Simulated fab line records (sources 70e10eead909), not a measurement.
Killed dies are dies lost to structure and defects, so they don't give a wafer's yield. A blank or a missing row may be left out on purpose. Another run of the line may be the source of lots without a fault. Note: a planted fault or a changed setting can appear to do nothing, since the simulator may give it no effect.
Chamber matching || flow nand harc || 4 sister chambers for NHARC_P_GATE_STRIP_108 on rie diel-05
The step strips in O2. 14 wafers are shown with their chamber, then 7 later ones without.

== WAFERS PAIRED WITH THEIR CHAMBERS ==
{"wafer": "L078.1", "chamber": 3, "showerhead plenum p Torr (Torr)": 3.48, "oes product au (a.u.)": 1.022, "rf vpp V (V)": 58.4}
{"wafer": "L078.5", "chamber": 1, "showerhead plenum p Torr (Torr)": 3.28, "oes product au (a.u.)": 0.996, "rf vpp V (V)": 56.0}
{"wafer": "L078.6", "chamber": 0, "showerhead plenum p Torr (Torr)": 3.51, "oes product au (a.u.)": 1.000, "rf vpp V (V)": 57.8}
{"wafer": "L079.1", "chamber": 2, "showerhead plenum p Torr (Torr)": 3.64, "oes product au (a.u.)": 1.009, "rf vpp V (V)": 56.5}
{"wafer": "L079.2", "chamber": 3, "showerhead plenum p Torr (Torr)": 3.48, "oes product au (a.u.)": 1.023, "rf vpp V (V)": 56.8}
{"wafer": "L079.6", "chamber": 3, "showerhead plenum p Torr (Torr)": 3.48, "oes product au (a.u.)": 1.023, "rf vpp V (V)": 58.1}
{"wafer": "L082.1", "chamber": 3, "showerhead plenum p Torr (Torr)": 3.48, "oes product au (a.u.)": 1.030, "rf vpp V (V)": 57.8}
{"wafer": "L082.4", "chamber": 2, "showerhead plenum p Torr (Torr)": 3.64, "oes product au (a.u.)": 1.018, "rf vpp V (V)": 58.4}
{"wafer": "L082.6", "chamber": 0, "showerhead plenum p Torr (Torr)": 3.50, "oes product au (a.u.)": 1.010, "rf vpp V (V)": 57.2}
{"wafer": "L083.1", "chamber": 0, "showerhead plenum p Torr (Torr)": 3.50, "oes product au (a.u.)": 1.018, "rf vpp V (V)": 57.4}
{"wafer": "L083.2", "chamber": 1, "showerhead plenum p Torr (Torr)": 3.28, "oes product au (a.u.)": 0.994, "rf vpp V (V)": 55.8}
{"wafer": "L083.6", "chamber": 2, "showerhead plenum p Torr (Torr)": 3.64, "oes product au (a.u.)": 1.019, "rf vpp V (V)": 58.1}
{"wafer": "L089.1", "chamber": 2, "showerhead plenum p Torr (Torr)": 3.63, "oes product au (a.u.)": 1.002, "rf vpp V (V)": 58.1}
{"wafer": "L089.4", "chamber": 0, "showerhead plenum p Torr (Torr)": 3.50, "oes product au (a.u.)": 1.011, "rf vpp V (V)": 56.9}

SIGNATURES (means of the wafers above)
{"reading": "showerhead plenum p Torr", "chamber 0": 3.5025, "chamber 1": 3.2800, "chamber 2": 3.6375, "chamber 3": 3.4800, "scatter within a chamber": 0.00387}
{"reading": "oes product au", "chamber 0": 1.00975, "chamber 1": 0.99500, "chamber 2": 1.01200, "chamber 3": 1.02450, "scatter within a chamber": 0.00634}
{"reading": "rf vpp V", "chamber 0": 57.325, "chamber 1": 55.900, "chamber 2": 57.775, "chamber 3": 57.775, "scatter within a chamber": 0.642}
Rule: a wafer lies at a distance from a chamber equal to the root of the sum of squares, over the readings, of (its reading less the chamber's mean, divided by the reading's scatter). If the next closest chamber is less than 2 further off than the closest, the wafer can't be placed; otherwise it belongs to the closest. The scatter: take each reading less its chamber's mean, square it, sum over the shown wafers, divide by the number of wafers less the number of chambers, and take the root.

== WAFERS MISSING THEIR CHAMBER ==
{"wafer": "L089.6", "showerhead plenum p Torr (Torr)": 3.50, "oes product au (a.u.)": 0.998, "rf vpp V (V)": 58.6}
{"wafer": "L093.2", "showerhead plenum p Torr (Torr)": 3.63, "oes product au (a.u.)": 1.014, "rf vpp V (V)": 58.5}
{"wafer": "L093.3", "showerhead plenum p Torr (Torr)": 3.49, "oes product au (a.u.)": 1.007, "rf vpp V (V)": 58.1}
{"wafer": "L093.4", "showerhead plenum p Torr (Torr)": 3.80, "oes product au (a.u.)": 1.002, "rf vpp V (V)": 59.2}
{"wafer": "L096.1", "showerhead plenum p Torr (Torr)": 3.80, "oes product au (a.u.)": 1.010, "rf vpp V (V)": 60.4}
{"wafer": "L096.2", "showerhead plenum p Torr (Torr)": 3.47, "oes product au (a.u.)": 0.997, "rf vpp V (V)": 58.7}
{"wafer": "L096.6", "showerhead plenum p Torr (Torr)": 3.47, "oes product au (a.u.)": 1.000, "rf vpp V (V)": 58.1}

== EACH ONE'S CHAMBER ==
{"wafer": "L089.6", "from the rows above": 0, "in truth": 0}
{"wafer": "L093.2", "from the rows above": 2, "in truth": 2}
{"wafer": "L093.3", "from the rows above": "can't be placed: 0 or 3", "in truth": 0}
{"wafer": "L093.4", "from the rows above": 2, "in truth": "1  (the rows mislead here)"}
{"wafer": "L096.1", "from the rows above": 2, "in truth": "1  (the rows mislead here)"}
{"wafer": "L096.2", "from the rows above": 3, "in truth": 3}
{"wafer": "L096.6", "from the rows above": 3, "in truth": 3}
Correct placement for 4 of the 7. These rows do not allow placing 1 (true chamber among the candidates in 1). 2 placed wrongly.
